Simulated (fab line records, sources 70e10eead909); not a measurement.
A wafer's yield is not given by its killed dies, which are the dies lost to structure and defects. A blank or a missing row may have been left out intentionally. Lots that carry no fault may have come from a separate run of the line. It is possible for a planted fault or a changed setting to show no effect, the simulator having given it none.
fab line records	flow nandHarc
record: lots: 7	wafers: 20	lastDay: 33
route steps=1302 shown A_DECK1_JOINT@544 A_ONON_D2@545 END@1302
lots with no fault: from the same line, run without faults
startH: hours from the record's opening day to when the first of the lot's shown wafers began	waitH: hours elapsed since this lot's preceding step	" identical to the entry in the row above	L1.1+2: a row that stands for several wafers	- value missing, or start not given	* or withheld: withheld	< > ~ a bound
route shown NAME@n: names a module that has steps shown in the file, with the first one's number in the route	usual: mean and standard deviation over wafers with no fault	same: alike in all rows	chamber/n: place in a boat	sites: the reading at each site	_std_site: how widely they spread, as a standard deviation	_edge_site: the outer-site mean with the inner-site mean subtracted	radiusMm: how far each site lies from the wafer's centre	mask NAME#n: copy n	behind: the most recent tool/chamber to have shaped the wafer	hold: what put the lot on hold/how long, in hours/how the hold closed	device: the transistor (n, p or np) that didn't switch	end of line: tests of these same wafers at the route's end	step lacking rows: just its recipe	killed: dies that structure and defects cost at the first sort, which is not the same as the wafer's yield	map: dies across one wafer; x = killed, . = not, _ = none there
set.NAME: the setting that was run; set.NAME@STEP: the one run at that earlier step	model.NAME: the simulator's own value behind a step, which no gauge read
lots seen at some steps along the route; tables by step, rows by wafer
services: when a tool's chamber went out of use (startH, in hours from the record's first day, below 0 if earlier), for how many hours, and the reason
== steps ==
step: NHARC_A_DECK1_JOINT_INSPECT_05
usual: rawDefectCount: 383/150
lot.wafer	tool	chamber	startH	waitH	rawDefectCount
L773.2	defectInspect-01	-	263.91	0.0	295
L773.3	"	-	"	"	268
L773.4	"	-	"	"	283
L783.1	defectInspect-02	-	374.10	0.0	405
L783.2	"	-	"	"	355
L783.4	"	-	"	"	651
L784.3	defectInspect-02	-	384.23	0.0	405
L784.4	"	-	"	"	222
L785.1	defectInspect-02	-	401.57	0.0	485
L785.2	"	-	"	"	319
L785.3	"	-	"	"	398
L788.1	defectInspect-01	-	422.26	0.0	391
L788.2	"	-	"	"	243
L788.4	"	-	"	"	434
L792.1	defectInspect-01	-	475.23	0.0	422
L792.2	"	-	"	"	306
L792.6	"	-	"	"	272
L795.1	defectInspect-02	-	501.34	0.0	189
L795.4	"	-	"	"	450
L795.6	"	-	"	"	315
step: NHARC_A_ONON_D2_DEP_00
recipe: targetThkA: 10000	n2FlowSccm: 2750	n2oFlowSccm: 2000	nh3FlowSccm: 500	sih4FlowSccm: 210	tempC: 400
step: NHARC_A_ONON_D2_THK_MEAS_02
recipe: thkMeasGauge: ellipsometry
usual: thkNm: 1004/9.2
lot.wafer	tool	chamber	startH	waitH	thkNm
L773.2	filmMetro-01	-	264.49	-	1015
L773.3	"	-	"	"	1014
L773.4	"	-	"	"	1016
L783.1	filmMetro-01	-	374.68	-	1022
L783.2	"	-	"	"	1025
L783.4	"	-	"	"	1021
L784.3	filmMetro-01	-	384.80	-	1015
L784.4	"	-	"	"	1014
L785.1	filmMetro-02	-	402.15	-	983
L785.2	"	-	"	"	983
L785.3	"	-	"	"	985
L788.1	filmMetro-01	-	422.83	-	996
L788.2	"	-	"	"	994
L788.4	"	-	"	"	994
L792.1	filmMetro-02	-	475.80	-	996
L792.2	"	-	"	"	999
L792.6	"	-	"	"	999
L795.1	filmMetro-01	-	501.92	-	1017
L795.4	"	-	"	"	1017
L795.6	"	-	"	"	1018
step: NHARC_A_ONON_D2_DEP_03
recipe: targetThkA: 10000	n2FlowSccm: 2750	n2oFlowSccm: 2000	nh3FlowSccm: 500	sih4FlowSccm: 210	tempC: 400
step: NHARC_A_ONON_D2_THK_MEAS_05
recipe: thkMeasGauge: ellipsometry
usual: thkNm: 998/11
lot.wafer	tool	chamber	startH	waitH	thkNm
L773.2	filmMetro-02	-	265.23	-	998
L773.3	"	-	"	"	998
L773.4	"	-	"	"	999
L783.1	filmMetro-01	-	375.24	-	988
L783.2	"	-	"	"	988
L783.4	"	-	"	"	989
L784.3	filmMetro-01	-	385.37	-	1006
L784.4	"	-	"	"	1005
L785.1	filmMetro-02	-	402.71	-	1002
L785.2	"	-	"	"	1003
L785.3	"	-	"	"	1004
L788.1	filmMetro-01	-	423.40	-	1000
L788.2	"	-	"	"	1000
L788.4	"	-	"	"	1001
L792.1	filmMetro-01	-	476.37	-	1003
L792.2	"	-	"	"	1004
L792.6	"	-	"	"	1002
L795.1	filmMetro-02	-	502.48	-	1013
L795.4	"	-	"	"	1011
L795.6	"	-	"	"	1013
step: NHARC_A_ONON_D2_DEP_06
recipe: targetThkA: 10000	n2FlowSccm: 2750	n2oFlowSccm: 2000	nh3FlowSccm: 500	sih4FlowSccm: 210	tempC: 400
step: NHARC_A_ONON_D2_THK_MEAS_08
recipe: thkMeasGauge: ellipsometry
usual: thkNm: 999/9.8
lot.wafer	tool	chamber	startH	waitH	thkNm
L773.2	filmMetro-02	-	265.80	-	988
L773.3	"	-	"	"	987
L773.4	"	-	"	"	990
L783.1	filmMetro-01	-	375.82	-	989
L783.2	"	-	"	"	988
L783.4	"	-	"	"	988
L784.3	filmMetro-01	-	385.94	-	993
L784.4	"	-	"	"	991
L785.1	filmMetro-01	-	403.28	-	996
L785.2	"	-	"	"	996
L785.3	"	-	"	"	995
L788.1	filmMetro-01	-	423.96	-	1008
L788.2	"	-	"	"	1009
L788.4	"	-	"	"	1010
L792.1	filmMetro-02	-	476.94	-	1009
L792.2	"	-	"	"	1010
L792.6	"	-	"	"	1009
L795.1	filmMetro-02	-	503.05	-	983
L795.4	"	-	"	"	985
L795.6	"	-	"	"	985
step: NHARC_A_ONON_D2_DEP_09
recipe: targetThkA: 10000	n2FlowSccm: 2750	n2oFlowSccm: 2000	nh3FlowSccm: 500	sih4FlowSccm: 210	tempC: 400
step: NHARC_A_ONON_D2_THK_MEAS_11
recipe: thkMeasGauge: ellipsometry
usual: thkNm: 1002/10
lot.wafer	tool	chamber	startH	waitH	thkNm
L773.2	filmMetro-01	-	266.36	-	999
L773.3	"	-	"	"	998
L773.4	"	-	"	"	997
L783.1	filmMetro-01	-	376.39	-	1002
L783.2	"	-	"	"	1001
L783.4	"	-	"	"	999
L784.3	filmMetro-01	-	386.51	-	1011
L784.4	"	-	"	"	1013
L785.1	filmMetro-02	-	403.87	-	998
L785.2	"	-	"	"	1000
L785.3	"	-	"	"	997
L788.1	filmMetro-02	-	424.52	-	1008
L788.2	"	-	"	"	1005
L788.4	"	-	"	"	1006
L792.1	filmMetro-02	-	477.51	-	989
L792.2	"	-	"	"	987
L792.6	"	-	"	"	989
L795.1	filmMetro-01	-	503.62	-	1012
L795.4	"	-	"	"	1010
L795.6	"	-	"	"	1012
step: NHARC_A_ONON_D2_DEP_12
recipe: targetThkA: 10000	n2FlowSccm: 2750	n2oFlowSccm: 2000	nh3FlowSccm: 500	sih4FlowSccm: 210	tempC: 400
step: NHARC_A_ONON_D2_THK_MEAS_14
recipe: thkMeasGauge: ellipsometry
usual: thkNm: 997/10
lot.wafer	tool	chamber	startH	waitH	thkNm
L773.2	filmMetro-02	-	266.93	-	1001
L773.3	"	-	"	"	1002
L773.4	"	-	"	"	1004
L783.1	filmMetro-01	-	376.95	-	994
L783.2	"	-	"	"	995
L783.4	"	-	"	"	997
L784.3	filmMetro-01	-	387.08	-	1004
L784.4	"	-	"	"	1003
L785.1	filmMetro-01	-	404.44	-	995
L785.2	"	-	"	"	997
L785.3	"	-	"	"	996
L788.1	filmMetro-01	-	425.08	-	995
L788.2	"	-	"	"	996
L788.4	"	-	"	"	997
L792.1	filmMetro-02	-	478.08	-	994
L792.2	"	-	"	"	992
L792.6	"	-	"	"	995
L795.1	filmMetro-01	-	504.18	-	1012
L795.4	"	-	"	"	1011
L795.6	"	-	"	"	1009
step: NHARC_A_ONON_D2_ANNEAL_15
recipe: tempC: 750	timeS: 3600
step: NHARC_A_ONON_D2_DEP_16
recipe: targetThkA: 10000	n2FlowSccm: 2750	n2oFlowSccm: 2000	nh3FlowSccm: 500	sih4FlowSccm: 210	tempC: 400
usual: n2oFlowSccm: 2000/6.6
lot.wafer	tool	chamber	startH	waitH	n2oFlowSccm
L773.2	pecvdOnon-03	0	278.74	0.4	2003
L773.3	"	0	"	"	1996
L773.4	"	0	"	"	2001
L783.1	pecvdOnon-01	0	384.40	0.4	2002
L783.2	"	0	"	"	1998
L783.4	"	0	"	"	2005
L784.3	pecvdOnon-01	0	394.11	0.5	1991
L784.4	"	0	"	"	1994
L785.1	pecvdOnon-01	0	411.72	0.4	1989
L785.2	"	0	"	"	1997
L785.3	"	0	"	"	2000
L788.1	pecvdOnon-03	0	432.13	0.4	2003
L788.2	"	0	"	"	1998
L788.4	"	0	"	"	1994
L792.1	pecvdOnon-03	0	485.27	0.4	1995
L792.2	"	0	"	"	2004
L792.6	"	0	"	"	1993
L795.1	pecvdOnon-01	0	511.71	0.4	2002
L795.4	"	0	"	"	2009
L795.6	"	0	"	"	1999
step: NHARC_A_ONON_D2_THK_MEAS_18
recipe: thkMeasGauge: ellipsometry
usual: thkNm: 1002/9.2
lot.wafer	tool	chamber	startH	waitH	thkNm
L773.2	filmMetro-01	-	279.19	-	1011
L773.3	"	-	"	"	1013
L773.4	"	-	"	"	1012
L783.1	filmMetro-01	-	384.91	-	1002
L783.2	"	-	"	"	999
L783.4	"	-	"	"	1901
L784.3	filmMetro-02	-	394.51	-	1894
L784.4	"	-	"	"	1895
L785.1	filmMetro-01	-	412.23	-	1001
L785.2	"	-	"	"	997
L785.3	"	-	"	"	1903
L788.1	filmMetro-02	-	432.64	-	983
L788.2	"	-	"	"	982
L788.4	"	-	"	"	980
L792.1	filmMetro-02	-	485.77	-	1010
L792.2	"	-	"	"	1012
L792.6	"	-	"	"	1011
L795.1	filmMetro-01	-	512.22	-	1004
L795.4	"	-	"	"	1004
L795.6	"	-	"	"	1001
step: NHARC_A_ONON_D2_DEP_19
recipe: targetThkA: 10000	n2FlowSccm: 2750	n2oFlowSccm: 2000	nh3FlowSccm: 500	sih4FlowSccm: 210	tempC: 400
step: NHARC_END_SORT_01
recipe: tempC: 25
usual: killedAtArray: 52/18	killedAtOther: 1.2/1.5	killedAtPeriphery: 4/3.2	killedDies: 57/17	killedOpen: 3.1/1.9	killedShort: 2.5/1.7
same: grossDies: 677
lot.wafer	tool	chamber	startH	waitH	killedAtArray	killedAtOther	killedAtPeriphery	killedDies	killedOpen	killedShort
L783.4	prober-02	0	665.93	3.4	671	3	3	677	0	4
L784.3	prober-01	0	674.25	3.1	671	0	6	677	3	0
L784.4	prober-01	0	675.07	3.5	669	0	8	677	3	3
L785.3	prober-02	0	687.13	3.1	674	0	3	677	2	4
killed by level:class
L783.4 A_ONON_D2:areaDep=627 A_CHANNEL_HOLE_D1:chamberFilmFlake=31 A_CONTACT:chamberFilmFlake=8 A_CHANNEL_HOLE_D2:chamberFilmFlake=3 THIN_TSV:chamberFilmFlake=3 P_STI:geometricParticle:short=2 A_DECK1_JOINT:geometricParticle:short=1 A_M0:geometricParticle:short=1
L784.3 A_ONON_D2:areaDep=642 A_CHANNEL_HOLE_D2:chamberFilmFlake=12 A_CHANNEL_HOLE_D1:chamberFilmFlake=5 P_GATE:chamberFilmFlake=3 P_M2:chamberFilmFlake=3 A_CONTACT:chamberFilmFlake=3 A_SLIT:chamberFilmFlake=2 A_WL_FILL:chamberFilmFlake=2
L784.4 A_ONON_D2:areaDep=630 A_CHANNEL_HOLE_D2:chamberFilmFlake=13 A_CHANNEL_HOLE_D1:chamberFilmFlake=6 P_M2:chamberFilmFlake=5 A_SLIT:chamberFilmFlake=5 A_CONTACT:chamberFilmFlake=4 A_STAIRCASE:chamberFilmFlake=3 A_WL_FILL:chamberFilmFlake=3
L785.3 A_ONON_D2:areaDep=605 A_SLIT:chamberFilmFlake=30 A_CHANNEL_HOLE_D1:chamberFilmFlake=30 A_ONON_D2:geometricParticle:short=2 A_ONON_D1:geometricParticle:open=1 A_CHANNEL_FILL_D1:geometricParticle:short=1 A_CONTACT:geometricParticle:open=1 A_BLC:geometricParticle:short=1
map L783.4 (x killed, . not)
____________x____________
_________xxxxxxx_________
_______xxxxxxxxxxx_______
______xxxxxxxxxxxxx______
_____xxxxxxxxxxxxxxx_____
____xxxxxxxxxxxxxxxxx____
____xxxxxxxxxxxxxxxxx____
___xxxxxxxxxxxxxxxxxxx___
___xxxxxxxxxxxxxxxxxxx___
__xxxxxxxxxxxxxxxxxxxxx__
__xxxxxxxxxxxxxxxxxxxxx__
_xxxxxxxxxxxxxxxxxxxxxxx_
_xxxxxxxxxxxxxxxxxxxxxxx_
_xxxxxxxxxxxxxxxxxxxxxxx_
_xxxxxxxxxxxxxxxxxxxxxxx_
_xxxxxxxxxxxxxxxxxxxxxxx_
xxxxxxxxxxxxxxxxxxxxxxxxx
xxxxxxxxxxxxxxxxxxxxxxxxx
xxxxxxxxxxxxxxxxxxxxxxxxx
xxxxxxxxxxxxxxxxxxxxxxxxx
xxxxxxxxxxxxxxxxxxxxxxxxx
_xxxxxxxxxxxxxxxxxxxxxxx_
_xxxxxxxxxxxxxxxxxxxxxxx_
_xxxxxxxxxxxxxxxxxxxxxxx_
_xxxxxxxxxxxxxxxxxxxxxxx_
_xxxxxxxxxxxxxxxxxxxxxxx_
__xxxxxxxxxxxxxxxxxxxxx__
__xxxxxxxxxxxxxxxxxxxxx__
___xxxxxxxxxxxxxxxxxxx___
___xxxxxxxxxxxxxxxxxxx___
____xxxxxxxxxxxxxxxxx____
____xxxxxxxxxxxxxxxxx____
_____xxxxxxxxxxxxxxx_____
______xxxxxxxxxxxxx______
_______xxxxxxxxxxx_______
_________xxxxxxx_________
____________x____________
map L784.3 (x killed, . not)
____________x____________
_________xxxxxxx_________
_______xxxxxxxxxxx_______
______xxxxxxxxxxxxx______
_____xxxxxxxxxxxxxxx_____
____xxxxxxxxxxxxxxxxx____
____xxxxxxxxxxxxxxxxx____
___xxxxxxxxxxxxxxxxxxx___
___xxxxxxxxxxxxxxxxxxx___
__xxxxxxxxxxxxxxxxxxxxx__
__xxxxxxxxxxxxxxxxxxxxx__
_xxxxxxxxxxxxxxxxxxxxxxx_
_xxxxxxxxxxxxxxxxxxxxxxx_
_xxxxxxxxxxxxxxxxxxxxxxx_
_xxxxxxxxxxxxxxxxxxxxxxx_
_xxxxxxxxxxxxxxxxxxxxxxx_
xxxxxxxxxxxxxxxxxxxxxxxxx
xxxxxxxxxxxxxxxxxxxxxxxxx
xxxxxxxxxxxxxxxxxxxxxxxxx
xxxxxxxxxxxxxxxxxxxxxxxxx
xxxxxxxxxxxxxxxxxxxxxxxxx
_xxxxxxxxxxxxxxxxxxxxxxx_
_xxxxxxxxxxxxxxxxxxxxxxx_
_xxxxxxxxxxxxxxxxxxxxxxx_
_xxxxxxxxxxxxxxxxxxxxxxx_
_xxxxxxxxxxxxxxxxxxxxxxx_
__xxxxxxxxxxxxxxxxxxxxx__
__xxxxxxxxxxxxxxxxxxxxx__
___xxxxxxxxxxxxxxxxxxx___
___xxxxxxxxxxxxxxxxxxx___
____xxxxxxxxxxxxxxxxx____
____xxxxxxxxxxxxxxxxx____
_____xxxxxxxxxxxxxxx_____
______xxxxxxxxxxxxx______
_______xxxxxxxxxxx_______
_________xxxxxxx_________
____________x____________
== services ==
tool	chamber	startH	hours	kind
pecvdOnon-01	-	269.09	13.0	pm
pecvdOnon-03	-	330.47	9.8	repair
pecvdOnon-03	-	408.00	13.0	pm
pecvdOnon-01	-	450.09	13.0	pm
== key ==
firstSign: step: NHARC_A_ONON_D2_THK_MEAS_18	reading: thkNm	direction: up	sigmas: 97	usual: 1002	struck: 1898
effect: step: NHARC_END_SORT_01	reading: killedDies	direction: up	sigmas: 36	usual: 57	struck: 677
moreKillsBornAt: NHARC_A_ONON_D2_DEP_16@pecvdOnon-01: 2504
metAt NHARC_A_ONON_D2_DEP_16
struckWafers L783.4,L784.3,L784.4,L785.3
laterRowsLeftOut L783.4,L784.3,L784.4,L785.3
testerLeftOut L783,L784,L785
fault: kind: processParameterDrift	tool: pecvdOnon-01	chamber: -	onsetH: 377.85	steps: NHARC_A_ONON_D2_DEP_16	channel: targetThkA	offset: *	shape: step	endH: 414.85	scope: struckWafersOnly	actsIn: *	stated: *
testerLeftOut: of these lots the tester's yield and bins aren't shown, on N5 and GAA mostly nor the transistor test; their killed dies are dies lost to structure and defects alone, not to doping, threshold or leakage, so they don't give the yield
laterRowsLeftOut: the simulator's readings of these wafers behind a module that went badly wrong aren't trusted and aren't shown, but for the sort
